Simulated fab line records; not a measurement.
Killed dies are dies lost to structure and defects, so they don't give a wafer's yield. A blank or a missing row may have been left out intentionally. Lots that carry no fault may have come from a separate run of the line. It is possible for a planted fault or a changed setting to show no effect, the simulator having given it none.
Split-lot trial / flow n5 finfet / on a route of 1938 steps: 7 lots, 21 wafers read

THE SPLIT ITSELF
At N5_BEOL_M0_CUTY_EXPOSE_54 (exposes mask M0 ABLK), the setting dose mj was moved away from the recipe's 36 on 10 of the 21 wafers read, by -5.6% to +3.2%. All remaining wafers had this setting at the recipe value.

FROM THE SPLIT TO THE READING: what the file shows between them, 2 steps
- N5_BEOL_M0_CUTY_PEB_55: peb time 60 s
- N5_BEOL_M0_CUTY_DEVELOP_56: develop time 30 s

THE READING
At N5_BEOL_M0_CUTY_CD_MEAS_57: cd nm in nanometres, against a target cd of 200 nm. On this fab line, fault-free wafers typically give 200.3 nm with a standard deviation of 1.1 nm.

wafer=L075.4; tool, chamber at the split=arfi scanner-01, 0; dose mj as run=36; against the recipe=recipe; cd nm, nm=202.0; against lot-mates on the recipe=-
wafer=L075.5; tool, chamber at the split=arfi scanner-01, 0; dose mj as run=36; against the recipe=recipe; cd nm, nm=202.0; against lot-mates on the recipe=-
wafer=L075.6; tool, chamber at the split=arfi scanner-01, 0; dose mj as run=34.53; against the recipe=-4.1%; cd nm, nm=204.4; against lot-mates on the recipe=+2.4
wafer=L079.2; tool, chamber at the split=arfi scanner-02, 0; dose mj as run=36; against the recipe=recipe; cd nm, nm=199.6; against lot-mates on the recipe=-
wafer=L079.3; tool, chamber at the split=arfi scanner-02, 0; dose mj as run=34.3; against the recipe=-4.7%; cd nm, nm=203.2; against lot-mates on the recipe=+3.6
wafer=L079.4; tool, chamber at the split=arfi scanner-02, 0; dose mj as run=34.3; against the recipe=-4.7%; cd nm, nm=201.6; against lot-mates on the recipe=+2.0
wafer=L082.1; tool, chamber at the split=arfi scanner-01, 0; dose mj as run=36; against the recipe=recipe; cd nm, nm=202.0; against lot-mates on the recipe=-
wafer=L082.3; tool, chamber at the split=arfi scanner-01, 0; dose mj as run=36; against the recipe=recipe; cd nm, nm=202.0; against lot-mates on the recipe=-
wafer=L082.4; tool, chamber at the split=arfi scanner-01, 0; dose mj as run=36; against the recipe=recipe; cd nm, nm=201.4; against lot-mates on the recipe=-
wafer=L083.3; tool, chamber at the split=arfi scanner-02, 0; dose mj as run=37.14; against the recipe=+3.2%; cd nm, nm=196.3; against lot-mates on the recipe=-3.8
wafer=L083.5; tool, chamber at the split=arfi scanner-02, 0; dose mj as run=36; against the recipe=recipe; cd nm, nm=200.1; against lot-mates on the recipe=-
wafer=L083.6; tool, chamber at the split=arfi scanner-02, 0; dose mj as run=37.14; against the recipe=+3.2%; cd nm, nm=197.6; against lot-mates on the recipe=-2.5
wafer=L086.1; tool, chamber at the split=arfi scanner-03, 0; dose mj as run=36; against the recipe=recipe; cd nm, nm=200.2; against lot-mates on the recipe=-
wafer=L086.3; tool, chamber at the split=arfi scanner-03, 0; dose mj as run=36; against the recipe=recipe; cd nm, nm=200.3; against lot-mates on the recipe=-
wafer=L086.5; tool, chamber at the split=arfi scanner-03, 0; dose mj as run=36; against the recipe=recipe; cd nm, nm=200.2; against lot-mates on the recipe=-
wafer=L092.1; tool, chamber at the split=arfi scanner-03, 0; dose mj as run=34; against the recipe=-5.6%; cd nm, nm=203.0; against lot-mates on the recipe=+3.8
wafer=L092.3; tool, chamber at the split=arfi scanner-03, 0; dose mj as run=34; against the recipe=-5.6%; cd nm, nm=203.1; against lot-mates on the recipe=+3.9
wafer=L092.4; tool, chamber at the split=arfi scanner-03, 0; dose mj as run=36; against the recipe=recipe; cd nm, nm=199.2; against lot-mates on the recipe=-
wafer=L094.1; tool, chamber at the split=arfi scanner-03, 0; dose mj as run=34.7; against the recipe=-3.6%; cd nm, nm=203.0; against lot-mates on the recipe=no lot-mate on the recipe
wafer=L094.4; tool, chamber at the split=arfi scanner-03, 0; dose mj as run=34.7; against the recipe=-3.6%; cd nm, nm=203.5; against lot-mates on the recipe=no lot-mate on the recipe
wafer=L094.6; tool, chamber at the split=arfi scanner-03, 0; dose mj as run=34.7; against the recipe=-3.6%; cd nm, nm=204.0; against lot-mates on the recipe=no lot-mate on the recipe

THE FIT
A straight line over all 21 wafers: cd nm changes by -0.649 nm for each +1% of dose mj; r = -0.83; the points scatter about the line by 1.2 nm.
The same after taking each lot's own level away (the mean of its wafers on the recipe; 18 wafers): -0.719 nm for each +1%; r = -0.97; scatter 0.51 nm.
According to that fit, moving dose mj by its largest amount changes the reading by 4 nm.
Across the lots, their own levels run from 199.20 to 202.00 nm, a range of 2.5 times the standard deviation given above.
Consequently the slope shifts little with the lot-to-lot level, the two slopes agreeing.
Check: +3.78 nm against its lot-mates is what the line predicts for one of the wafers moved furthest among these (-5.6%) when that wafer is left out of the fit. Against them it came out at +3.8 nm.

ADDITIONAL SPLITS CARRIED BY THESE WAFERS
Other splits were also applied to these wafers ahead of the reading. Each is held against what the fit with the lots' levels taken away leaves over:
other split on the same wafers=N5_GATE_CUT_DESCUM_18 time s; wafers away from the commonest value=6; r with cd nm (lot level and that fit taken away)=+0.21
other split on the same wafers=N5_MOL_CONTACT_COAG_COAT_76 spin rpm; wafers away from the commonest value=7; r with cd nm (lot level and that fit taken away)=-0.14
other split on the same wafers=N5_MOL_CONTACT_COAG_EXPOSE_81 dose mj; wafers away from the commonest value=10; r with cd nm (lot level and that fit taken away)=+0.05
other split on the same wafers=N5_BEOL_M0_SAQP_COAT_105 spin rpm; wafers away from the commonest value=5; r with cd nm (lot level and that fit taken away)=+0.38
other split on the same wafers=N5_BEOL_M0_SAQP_ETCH_107 bias w; wafers away from the commonest value=11; r with cd nm (lot level and that fit taken away)=+0.10

FILE'S OWN FIT
cd nm changes by -0.676 nm for each +1% of dose mj, r = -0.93.
